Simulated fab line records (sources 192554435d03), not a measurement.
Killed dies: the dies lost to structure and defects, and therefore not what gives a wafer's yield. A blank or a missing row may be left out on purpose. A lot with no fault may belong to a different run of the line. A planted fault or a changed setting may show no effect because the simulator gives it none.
Which of the tools did it? | flow n5 finfet | 10 lots, 29 wafers sampled, at 5 steps of a route of 1938

WHAT THE GAUGES SHOWED, per wafer
N5_BEOL_M2_INSPECT_59: inspects for defects (darkfield). Usual: raw defect count at 64, with a standard deviation of 22.
lot  | measured     | on                | raw defect count | flag
L651 | day 7 08:07  | defect inspect-02 | 63 48 53         |
L652 | day 7 12:56  | defect inspect-02 | 47 70 65         |
L654 | day 8 03:51  | defect inspect-02 | 52 132 57        |
L656 | day 8 20:00  | defect inspect-01 | 93 121 49        |
L658 | day 9 03:21  | defect inspect-01 | 32 39 71         |
L660 | day 9 20:49  | defect inspect-01 | 81 60 89         |
L664 | day 10 18:52 | defect inspect-01 | 35 67            |
L670 | day 12 11:08 | defect inspect-02 | 50 39 80         |
L671 | day 12 14:11 | defect inspect-02 | 52 90 68         |
L672 | day 12 14:41 | defect inspect-01 | 35 54 50         |

N5_BEOL_M4_RC_MEAS_101. Usual: DIBL_N 36.4 mV/V, standard deviation 1.4; DIBL_P 36.3 mV/V, standard deviation 1.5; IOFF_N 0.162 nA/um, standard deviation 0.023; IOFF_P 0.211 nA/um, standard deviation 0.027; ION_N 676 uA/um, standard deviation 9.7; ION_P 463 uA/um, standard deviation 6.4; SS_N 71.5 mV/dec, standard deviation 0.5; SS_P 73.3 mV/dec, standard deviation 0.6; VT_N 249.3 mV, standard deviation 2.5; VT_P -249.9 mV, standard deviation 2.8.
lot  | measured     | on        | DIBL_N (mV/V)  | DIBL_P (mV/V)  | IOFF_N (nA/um)    | IOFF_P (nA/um)    | ION_N (uA/um) | ION_P (uA/um) | SS_N (mV/dec)  | SS_P (mV/dec)  | VT_N (mV)         | VT_P (mV)            | flag
L651 | day 8 05:42  | prober-02 | 36.4 37.6 36.8 | 35.9 36.8 35.5 | 0.157 0.184 0.168 | 0.212 0.222 0.214 | 680 685 683   | 470 468 468   | 70.9 71.6 71.6 | 73.2 73.4 72.8 | 248.7 247.1 247.9 | -249.4 -247.8 -248.2 |
L652 | day 8 12:34  | prober-02 | 36.4 36.8 34.2 | 36.6 37.2 34.2 | 0.157 0.168 0.123 | 0.228 0.234 0.191 | 673 667 664   | 465 463 456   | 71.7 72.5 71.4 | 73.9 74.0 72.8 | 252.4 250.6 254.9 | -249.1 -248.0 -250.8 |
L654 | day 9 03:29  | prober-01 | 37.1 35.7 36.9 | 37.2 35.8 37.4 | 0.183 0.159 0.177 | 0.225 0.202 0.217 | 700 688 693   | 469 467 467   | 71.8 71.3 71.5 | 73.9 73.1 74.4 | 247.9 246.8 248.6 | -248.5 -252.4 -251.1 |
L656 | day 9 20:55  | prober-01 | 33.7 36.4 37.4 | 33.6 36.3 38.2 | 0.121 0.162 0.174 | 0.176 0.223 0.237 | 664 671 670   | 462 461 458   | 70.7 70.9 71.6 | 72.0 72.7 73.3 | 253.4 249.2 249.3 | -253.6 -250.1 -247.8 |
L658 | day 10 10:47 | prober-02 | 35.5 34.9 36.8 | 36.8 34.7 38.0 | 0.164 0.145 0.188 | 0.225 0.190 0.240 | 658 661 677   | 457 456 466   | 71.6 71.4 72.1 | 72.9 72.5 72.9 | 248.2 249.2 245.8 | -250.1 -251.2 -249.5 |
L660 | day 10 20:30 | prober-01 | 35.7 36.9 37.6 | 34.9 36.0 35.8 | 0.142 0.154 0.162 | 0.204 0.207 0.207 | 672 660 661   | 468 459 452   | 71.3 71.2 72.1 | 72.5 73.3 72.9 | 249.4 246.6 251.6 | -246.3 -248.5 -247.9 |
L664 | day 11 14:55 | prober-01 | 35.0 35.4      | 35.2 35.9      | 0.154 0.172       | 0.215 0.230       | 688 681       | 472 466       | 71.2 71.2      | 74.1 73.5      | 246.0 244.4       | -248.1 -247.5        |
L670 | day 13 06:31 | prober-01 | 37.0 37.3 36.8 | 36.4 36.7 36.8 | 0.156 0.175 0.174 | 0.200 0.210 0.204 | 667 675 687   | 459 459 470   | 72.0 71.3 71.8 | 74.1 74.1 74.6 | 250.4 249.3 245.5 | -252.9 -251.6 -251.3 |
L671 | day 13 08:16 | prober-01 | 36.9 40.8 38.4 | 36.1 42.2 38.3 | 0.163 0.254 0.188 | 0.192 0.309 0.240 | 676 706 699   | 459 473 472   | 71.7 72.2 71.9 | 73.5 75.0 74.3 | 249.4 244.1 248.1 | -251.9 -243.8 -250.8 |
L672 | day 13 09:50 | prober-02 | 34.1 37.0 35.6 | 32.7 36.4 35.0 | 0.122 0.164 0.149 | 0.172 0.225 0.198 | 674 673 691   | 465 463 470   | 70.9 71.6 71.2 | 72.6 73.3 73.7 | 252.4 248.5 247.3 | -251.9 -248.6 -248.5 |

WHAT TOOL EACH LOT RAN ON (gives the tool, then ch and the chambers of the sampled wafers, and finally the start)
lot  | N5_BEOL_M2_ANNEAL_82         | N5_BEOL_M2_SPUTTER_92        | N5_BEOL_M2_CMP_52
L651 | pvd sputter-01, day 7 05:47  | pvd sputter-01, day 7 06:35  | cmp-04 ch 1,2, day 7 07:32
L652 | pvd sputter-01, day 7 10:37  | pvd sputter-01, day 7 11:25  | cmp-04 ch 0,1, day 7 12:21
L654 | pvd sputter-01, day 8 01:29  | pvd sputter-01, day 8 02:17  | cmp-02 ch 1,2,3, day 8 03:20
L656 | pvd sputter-03, day 8 17:34  | pvd sputter-03, day 8 18:26  | cmp-02 ch 2,3, day 8 19:25
L658 | pvd sputter-02, day 9 01:02  | pvd sputter-02, day 9 01:50  | cmp-04 ch 1,2,3, day 9 02:49
L660 | pvd sputter-03, day 9 18:28  | pvd sputter-03, day 9 19:16  | cmp-04 ch 0,1,2, day 9 20:12
L664 | pvd sputter-03, day 10 16:28 | pvd sputter-03, day 10 17:16 | cmp-04 ch 0,3, day 10 18:19
L670 | pvd sputter-03, day 12 08:50 | pvd sputter-03, day 12 09:38 | cmp-03 ch 0,1,2, day 12 10:36
L671 | pvd sputter-01, day 12 11:51 | pvd sputter-01, day 12 12:39 | cmp-02 ch 1,3, day 12 13:38
L672 | pvd sputter-03, day 12 12:22 | pvd sputter-03, day 12 13:10 | cmp-02 ch 1,2, day 12 14:06
- N5_BEOL_M2_ANNEAL_82: time 240 s.
- N5_BEOL_M2_SPUTTER_92: material Cu, target thk 4.5 nm, time 8.29 s.
- N5_BEOL_M2_CMP_52: polishes, stops on SiOC, t overpolish 6.8 s, target thk 40 nm.

WHAT THE TOOLS THEMSELVES READ (means of the sampled wafers that have a number; where no wafer has one, the mark that the record gives instead)
N5_BEOL_M2_ANNEAL_82. Usual: heater power w at 854 W, with a standard deviation of 110.
lot  | tool           | heater power w (W) | flag
L651 | pvd sputter-01 | 900                |
L652 | pvd sputter-01 | 916                |
L654 | pvd sputter-01 | 843                |
L656 | pvd sputter-03 | 826                |
L658 | pvd sputter-02 | 828                |
L660 | pvd sputter-03 | 830                |
L664 | pvd sputter-03 | 802                |
L670 | pvd sputter-03 | 790                |
L671 | pvd sputter-01 | 889                |
L672 | pvd sputter-03 | 818                |

N5_BEOL_M2_SPUTTER_92. Usual: chuck gas flow sccm 1.26 sccm, standard deviation 0.055; throttle valve pct 30.0 %, standard deviation 0.43.
lot  | tool           | chuck gas flow sccm (sccm) | throttle valve pct (%) | flag
L651 | pvd sputter-01 | 1.34                       | 29.9                   |
L652 | pvd sputter-01 | 1.30                       | 30.1                   |
L654 | pvd sputter-01 | 1.23                       | 30.1                   |
L656 | pvd sputter-03 | 1.24                       | 29.8                   |
L658 | pvd sputter-02 | 1.24                       | 29.8                   |
L660 | pvd sputter-03 | 1.24                       | 29.7                   |
L664 | pvd sputter-03 | 1.33                       | 30.1                   |
L670 | pvd sputter-03 | 1.26                       | 30.0                   |
L671 | pvd sputter-01 | 1.30                       | 30.1                   |
L672 | pvd sputter-03 | 1.31                       | 30.1                   |

N5_BEOL_M2_CMP_52. Usual: barrier field endpoint s 24.8 s, standard deviation 0.54; clearing platen down force psi 1.5001 psi, standard deviation 0.0028; motor current A 6.4 A, standard deviation 0.63; overpolish run s 6.800 s, standard deviation 0.0086; time to endpoint s 64.1 s, standard deviation 2.7.
lot  | tool   | barrier field endpoint s (s) | clearing platen down force psi (psi) | motor current A (A) | overpolish run s (s) | time to endpoint s (s) | flag
L651 | cmp-04 | 24.7                         | 1.4986                               | 6.3                 | 6.808                | 64.8                   |
L652 | cmp-04 | 25.6                         | 1.5027                               | 6.0                 | 6.795                | 71.2                   |
L654 | cmp-02 | 25.0                         | 1.4990                               | 6.8                 | 6.805                | 64.3                   |
L656 | cmp-02 | 24.8                         | 1.5002                               | 6.9                 | 6.802                | 63.5                   |
L658 | cmp-04 | 24.0                         | 1.5024                               | 6.2                 | 6.797                | 61.2                   |
L660 | cmp-04 | 25.5                         | 1.5008                               | 6.0                 | 6.798                | 64.6                   |
L664 | cmp-04 | 19.7                         | 1.5046                               | 5.8                 | 6.809                | 51.2                   | OFF
L670 | cmp-03 | 24.6                         | 1.4970                               | 5.9                 | 6.802                | 62.4                   |
L671 | cmp-02 | 24.9                         | 1.4990                               | 6.7                 | 6.796                | 66.3                   |
L672 | cmp-02 | 25.3                         | 1.5024                               | 6.3                 | 6.802                | 64.9                   |

THE ANSWER, worked out from the rows above alone
Rule: lot off if the mean of its wafers having a number is beyond 3 standard deviations from the usual mean. A lot without any number at a reading at which 4 lots or more have one is off too. The other lots that the step has rows for count as sound. After the gauges, taken in route order, come the tools' own readings; for these a lot's mean is taken, as printed above. At the first step where some lot is off, the reading lying furthest off is the one used; lots without a number count as furthest.
Off: L664, at N5_BEOL_M2_CMP_52 (barrier field endpoint s).
A tool fits if, at that step or a process step before it, it ran every lot that is off, and no sound lot after the first of them. One fits: N5_BEOL_M2_CMP_52 on cmp-04. A fault onset in the window from L660 (day 9 20:12, its last sound lot) to L664 (day 10 18:19, its first lot off) fits.
The tool's own readings at N5_BEOL_M2_CMP_52 bear it out: on the lots that are off they differ by more than 5 times the standard deviation of the sound lots' means. barrier field endpoint s reads 19.7 s there against 24.9 s on the sound lots; time to endpoint s reads 51.2 s there against 64.8 s on the sound lots.

WHAT WAS PUT IN BY THE SIMULATOR
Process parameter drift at N5_BEOL_M2_CMP_52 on cmp-04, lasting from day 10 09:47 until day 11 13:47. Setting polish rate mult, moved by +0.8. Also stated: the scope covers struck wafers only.
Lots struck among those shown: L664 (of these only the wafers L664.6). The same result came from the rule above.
